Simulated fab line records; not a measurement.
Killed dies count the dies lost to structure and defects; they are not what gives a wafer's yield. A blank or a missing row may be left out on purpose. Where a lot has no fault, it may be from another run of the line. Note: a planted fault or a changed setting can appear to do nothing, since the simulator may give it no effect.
Chamber matching / flow n5 finfet / N5_SD_EPI_P_DESCUM_14 on rie diel-01: 4 sister chambers
The step chemistry O2, time 7.9 s. 16 wafers are shown with their chamber, then 8 later ones without.

## WAFERS WITH THEIR CHAMBER
wafer=L076.1; chamber=0; showerhead plenum p Torr (Torr)=2.22; drypump motor current A (A)=5.1; oes product au (a.u.)=0.77
wafer=L076.3; chamber=3; showerhead plenum p Torr (Torr)=2.04; drypump motor current A (A)=6.3; oes product au (a.u.)=0.69
wafer=L076.5; chamber=1; showerhead plenum p Torr (Torr)=2.10; drypump motor current A (A)=5.6; oes product au (a.u.)=0.69
wafer=L077.1; chamber=1; showerhead plenum p Torr (Torr)=2.10; drypump motor current A (A)=5.6; oes product au (a.u.)=0.68
wafer=L077.3; chamber=0; showerhead plenum p Torr (Torr)=2.22; drypump motor current A (A)=5.1; oes product au (a.u.)=0.77
wafer=L077.6; chamber=0; showerhead plenum p Torr (Torr)=2.22; drypump motor current A (A)=5.1; oes product au (a.u.)=0.77
wafer=L079.1; chamber=1; showerhead plenum p Torr (Torr)=2.10; drypump motor current A (A)=5.6; oes product au (a.u.)=0.68
wafer=L079.3; chamber=0; showerhead plenum p Torr (Torr)=2.21; drypump motor current A (A)=5.1; oes product au (a.u.)=0.76
wafer=L079.6; chamber=2; showerhead plenum p Torr (Torr)=2.13; drypump motor current A (A)=5.4; oes product au (a.u.)=0.89
wafer=L082.1; chamber=1; showerhead plenum p Torr (Torr)=2.09; drypump motor current A (A)=5.7; oes product au (a.u.)=0.67
wafer=L082.2; chamber=0; showerhead plenum p Torr (Torr)=2.21; drypump motor current A (A)=5.1; oes product au (a.u.)=0.75
wafer=L082.3; chamber=3; showerhead plenum p Torr (Torr)=2.04; drypump motor current A (A)=6.4; oes product au (a.u.)=0.68
wafer=L084.2; chamber=3; showerhead plenum p Torr (Torr)=2.04; drypump motor current A (A)=6.4; oes product au (a.u.)=0.69
wafer=L084.3; chamber=2; showerhead plenum p Torr (Torr)=2.13; drypump motor current A (A)=5.4; oes product au (a.u.)=0.88
wafer=L084.5; chamber=1; showerhead plenum p Torr (Torr)=2.09; drypump motor current A (A)=5.6; oes product au (a.u.)=0.67
wafer=L087.1; chamber=2; showerhead plenum p Torr (Torr)=2.13; drypump motor current A (A)=5.4; oes product au (a.u.)=0.88

SIGNATURES (averages over the wafers above)
reading=showerhead plenum p Torr; chamber 0=2.2160; chamber 1=2.0960; chamber 2=2.1300; chamber 3=2.0400; scatter within a chamber=0.00447
reading=drypump motor current A; chamber 0=5.100; chamber 1=5.620; chamber 2=5.400; chamber 3=6.367; scatter within a chamber=0.035
reading=oes product au; chamber 0=0.7640; chamber 1=0.6780; chamber 2=0.8833; chamber 3=0.6867; scatter within a chamber=0.00782
Rule: for each reading, subtract the chamber's mean from the wafer's reading, divide by that reading's scatter and square the result; add these up over the readings and take the root, which gives the wafer's distance from the chamber. The wafer belongs to the nearest chamber; if the next one is less than 2 further off, it can't be placed. The scatter: take each reading less its chamber's mean, square it, sum over the shown wafers, divide by the number of wafers less the number of chambers, and take the root.

## WAFERS WHOSE CHAMBER IS MISSING
wafer=L087.3; showerhead plenum p Torr (Torr)=2.09; drypump motor current A (A)=5.6; oes product au (a.u.)=0.67
wafer=L087.6; showerhead plenum p Torr (Torr)=2.13; drypump motor current A (A)=5.4; oes product au (a.u.)=0.88
wafer=L088.1; showerhead plenum p Torr (Torr)=2.12; drypump motor current A (A)=5.4; oes product au (a.u.)=0.87
wafer=L088.3; showerhead plenum p Torr (Torr)=2.09; drypump motor current A (A)=5.7; oes product au (a.u.)=0.67
wafer=L088.5; showerhead plenum p Torr (Torr)=2.12; drypump motor current A (A)=5.4; oes product au (a.u.)=0.87
wafer=L091.2; showerhead plenum p Torr (Torr)=2.21; drypump motor current A (A)=5.1; oes product au (a.u.)=0.74
wafer=L091.3; showerhead plenum p Torr (Torr)=2.12; drypump motor current A (A)=5.4; oes product au (a.u.)=0.86
wafer=L091.4; showerhead plenum p Torr (Torr)=2.09; drypump motor current A (A)=5.7; oes product au (a.u.)=0.66

## WHICH CHAMBER EACH ONE RAN IN
wafer=L087.3; from the rows above=1; in truth=1
wafer=L087.6; from the rows above=2; in truth=2
wafer=L088.1; from the rows above=2; in truth=2
wafer=L088.3; from the rows above=1; in truth=1
wafer=L088.5; from the rows above=2; in truth=2
wafer=L091.2; from the rows above=0; in truth=0
wafer=L091.3; from the rows above=2; in truth=2
wafer=L091.4; from the rows above=1; in truth=1
Placed correctly: 8 of 8. Left unplaced by these rows: 0. 0 placed wrongly.
